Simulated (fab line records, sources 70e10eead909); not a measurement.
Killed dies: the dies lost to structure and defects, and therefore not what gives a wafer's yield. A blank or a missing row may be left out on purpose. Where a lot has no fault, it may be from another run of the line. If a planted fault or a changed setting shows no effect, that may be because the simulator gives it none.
Chamber matching :: flow nandHarc :: rieDiel-13 running NHARC_A_BONDPAD_DESCUM_11: 4 sister chambers
The step chemistry O2, time 3 s. 14 wafers are shown with their chamber, then 7 later ones without.

## WAFERS, EACH WITH ITS CHAMBER
wafer: L931.1
chamber: 0
drypumpMotorCurrentA (A): 5.61
oesProductAu (a.u.): 0.989
throttleValvePct (%): 11.305

wafer: L931.2
chamber: 1
drypumpMotorCurrentA (A): 5.09
oesProductAu (a.u.): 0.985
throttleValvePct (%): 11.322

wafer: L931.6
chamber: 3
drypumpMotorCurrentA (A): 5.77
oesProductAu (a.u.): 1.000
throttleValvePct (%): 11.319

wafer: L937.3
chamber: 3
drypumpMotorCurrentA (A): 5.77
oesProductAu (a.u.): 0.995
throttleValvePct (%): 11.313

wafer: L937.5
chamber: 1
drypumpMotorCurrentA (A): 5.13
oesProductAu (a.u.): 0.999
throttleValvePct (%): 11.316

wafer: L937.6
chamber: 2
drypumpMotorCurrentA (A): 5.67
oesProductAu (a.u.): 1.014
throttleValvePct (%): 11.304

wafer: L935.2
chamber: 2
drypumpMotorCurrentA (A): 5.67
oesProductAu (a.u.): 1.001
throttleValvePct (%): 11.311

wafer: L935.3
chamber: 1
drypumpMotorCurrentA (A): 5.13
oesProductAu (a.u.): 0.996
throttleValvePct (%): 11.308

wafer: L935.4
chamber: 3
drypumpMotorCurrentA (A): 5.78
oesProductAu (a.u.): 0.994
throttleValvePct (%): 11.307

wafer: L938.2
chamber: 1
drypumpMotorCurrentA (A): 5.15
oesProductAu (a.u.): 0.986
throttleValvePct (%): 11.308

wafer: L938.4
chamber: 0
drypumpMotorCurrentA (A): 5.63
oesProductAu (a.u.): 1.003
throttleValvePct (%): 11.305

wafer: L938.5
chamber: 0
drypumpMotorCurrentA (A): 5.64
oesProductAu (a.u.): 0.999
throttleValvePct (%): 11.309

wafer: L943.1
chamber: 2
drypumpMotorCurrentA (A): 5.69
oesProductAu (a.u.): 1.013
throttleValvePct (%): 11.297

wafer: L943.4
chamber: 1
drypumpMotorCurrentA (A): 5.15
oesProductAu (a.u.): 0.997
throttleValvePct (%): 11.309

SIGNATURES (averages over the wafers above)
reading: drypumpMotorCurrentA
chamber 0: 5.6267
chamber 1: 5.1300
chamber 2: 5.6767
chamber 3: 5.7733
scatter within a chamber: 0.0179

reading: oesProductAu
chamber 0: 0.99700
chamber 1: 0.99260
chamber 2: 1.00933
chamber 3: 0.99633
scatter within a chamber: 0.00634

reading: throttleValvePct
chamber 0: 11.30633
chamber 1: 11.31260
chamber 2: 11.30400
chamber 3: 11.31300
scatter within a chamber: 0.0058
Rule: a wafer's distance from a chamber is the root of the sum, over the readings, of the square of ((its reading less the chamber's mean) divided by the reading's scatter). The wafer belongs to the nearest chamber; if the next one is less than 2 further off, it can't be placed. The scatter: take each reading less its chamber's mean, square it, sum over the shown wafers, divide by the number of wafers less the number of chambers, and take the root.

## WAFERS WHOSE CHAMBER IS MISSING
wafer: L943.5
drypumpMotorCurrentA (A): 5.79
oesProductAu (a.u.): 0.989
throttleValvePct (%): 11.305

wafer: L946.1
drypumpMotorCurrentA (A): 5.76
oesProductAu (a.u.): 0.993
throttleValvePct (%): 11.332

wafer: L946.2
drypumpMotorCurrentA (A): 5.62
oesProductAu (a.u.): 1.005
throttleValvePct (%): 11.320

wafer: L946.5
drypumpMotorCurrentA (A): 5.77
oesProductAu (a.u.): 1.006
throttleValvePct (%): 11.306

wafer: L950.3
drypumpMotorCurrentA (A): 5.62
oesProductAu (a.u.): 0.993
throttleValvePct (%): 11.311

wafer: L950.5
drypumpMotorCurrentA (A): 5.13
oesProductAu (a.u.): 0.993
throttleValvePct (%): 11.301

wafer: L950.6
drypumpMotorCurrentA (A): 5.68
oesProductAu (a.u.): 0.997
throttleValvePct (%): 11.315

## THE CHAMBER EACH PASSED THROUGH
wafer: L943.5
from the rows above: 3
in truth: 3

wafer: L946.1
from the rows above: 3
in truth: 3

wafer: L946.2
from the rows above: can't be placed: 0 or 2
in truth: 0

wafer: L946.5
from the rows above: 3
in truth: 3

wafer: L950.3
from the rows above: 0
in truth: 0

wafer: L950.5
from the rows above: 1
in truth: 1

wafer: L950.6
from the rows above: can't be placed: 2 or 0
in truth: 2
Correct placement for 5 of the 7. From these rows, 2 cannot be placed; in 2 the true chamber is one of the candidates. 0 placed wrongly.
